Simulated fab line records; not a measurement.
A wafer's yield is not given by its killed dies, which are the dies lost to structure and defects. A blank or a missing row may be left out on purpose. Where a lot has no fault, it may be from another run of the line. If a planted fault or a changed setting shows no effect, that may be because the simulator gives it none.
One fault through the eyes of 3 desks + flow n5-finfet + each desk holds nothing but its own numbers, with what lay behind them at the end

== AT THE TOOL OWNER'S DESK: rie-diel-01 ==
The tool's own readings at N5_BEOL_M2_VIA_ETCH_34 (etches the open film in C4F6/O2, target depth 69.4 nm, time 65.9 s): means of the sampled wafers that have a number, for each lot that ran on this tool. Any lot whose mean is over 4 standard deviations away from the usual mean is out of limits and marked OUT; that distance is given in the brackets.
Columns: A = drypump-motor-current-A at N5_BEOL_M2_VIA_ETCH_34, usual 5.8 A; B = oes-product-au at N5_BEOL_M2_VIA_ETCH_34, usual 0.84 a.u.; C = rf-vpp-V at N5_BEOL_M2_VIA_ETCH_34, usual 668 V; D = showerhead-plenum-p-Torr at N5_BEOL_M2_VIA_ETCH_34, usual 2.92 Torr; E = throttle-valve-pct at N5_BEOL_M2_VIA_ETCH_34, usual 30.66 %
| lot  | first seen here | A   | B    | C   | D    | E     |
|------|-----------------|-----|------|-----|------|-------|
| L819 | day 7 06:45     | 5.7 | 0.86 | 669 | 2.99 | 30.55 |
| L823 | day 9 08:59     | 5.5 | 0.81 | 671 | 2.88 | 30.70 |
| L829 | day 10 05:05    | 5.8 | 0.77 | 670 | 2.92 | 30.49 |
| L832 | day 11 02:59    | 5.5 | 0.73 | 666 | 2.94 | 30.47 |
| L840 | day 13 12:32    | 5.8 | 0.83 | 665 | 2.96 | 30.43 |
Result from this desk: across the 5 lots, nothing is out of limits.

== THE METROLOGY DESK ==
What the gauges read for every lot (on any tool): the sampled wafers with a number, averaged. Any lot whose mean is over 4 standard deviations away from the usual mean is out of limits and marked OUT; that distance is given in the brackets. Readings shown: 7 of its 12, picked as those furthest out on some lot.
Columns: A = cd-nm at N5_BEOL_M2_CD_MEAS_28, usual 26.15 nm; B = V1_OVL at N5_BEOL_M2_OVL_MEAS_29, usual 0.1 nm; C = DIBL_N at N5_BEOL_M4_RC_MEAS_101, usual 36.1 mV/V; D = DIBL_P at N5_BEOL_M4_RC_MEAS_101, usual 36.3 mV/V; E = IOFF_N at N5_BEOL_M4_RC_MEAS_101, usual 0.154 nA/um; F = ION_N at N5_BEOL_M4_RC_MEAS_101, usual 670 uA/um; G = SS_N at N5_BEOL_M4_RC_MEAS_101, usual 71.4 mV/dec
| lot  | first seen here | A     | B   | C    | D    | E     | F   | G    |
|------|-----------------|-------|-----|------|------|-------|-----|------|
| L819 | day 6 20:20     | 25.97 | 0.1 | 36.6 | 35.2 | 0.140 | 666 | 70.9 |
| L823 | day 8 11:13     | 25.86 | 0.3 | 33.3 | 34.2 | 0.123 | 670 | 71.2 |
| L829 | day 10 01:17    | 26.17 | 0.3 | 35.5 | 35.9 | 0.155 | 669 | 72.0 |
| L832 | day 10 17:41    | 26.03 | 0.9 | 35.6 | 36.6 | 0.160 | 678 | 72.1 |
| L833 | day 10 18:00    | 26.03 | 0.4 | 37.8 | 37.1 | 0.168 | 682 | 71.6 |
| L840 | day 12 16:50    | 26.03 | 1.0 | 36.9 | 36.8 | 0.163 | 669 | 71.6 |
Result from this desk: across the 6 lots, nothing is out of limits.

== THE DEFECT DESK ==
What the inspections along the route counted, lot by lot: means of the sampled wafers that have a number. Any lot whose mean is over 4 standard deviations away from the usual mean is out of limits and marked OUT; that distance is given in the brackets.
Columns: A = raw-defect-count at N5_BEOL_M2_INSPECT_30, usual 439
| lot  | first seen here | A   |
|------|-----------------|-----|
| L819 | day 6 20:25     | 326 |
| L823 | day 8 11:18     | 406 |
| L829 | day 10 01:22    | 507 |
| L832 | day 10 17:46    | 296 |
| L833 | day 10 18:05    | 380 |
| L840 | day 12 16:56    | 506 |
Result from this desk: across the 6 lots, nothing is out of limits.

== TAKEN TOGETHER ==
The desk of the tool owner found nothing out of limits.
Metrology desk: nothing out of limits seen.
The defect desk saw nothing out of limits.

== WHAT THE SIMULATOR HAD INSERTED ==
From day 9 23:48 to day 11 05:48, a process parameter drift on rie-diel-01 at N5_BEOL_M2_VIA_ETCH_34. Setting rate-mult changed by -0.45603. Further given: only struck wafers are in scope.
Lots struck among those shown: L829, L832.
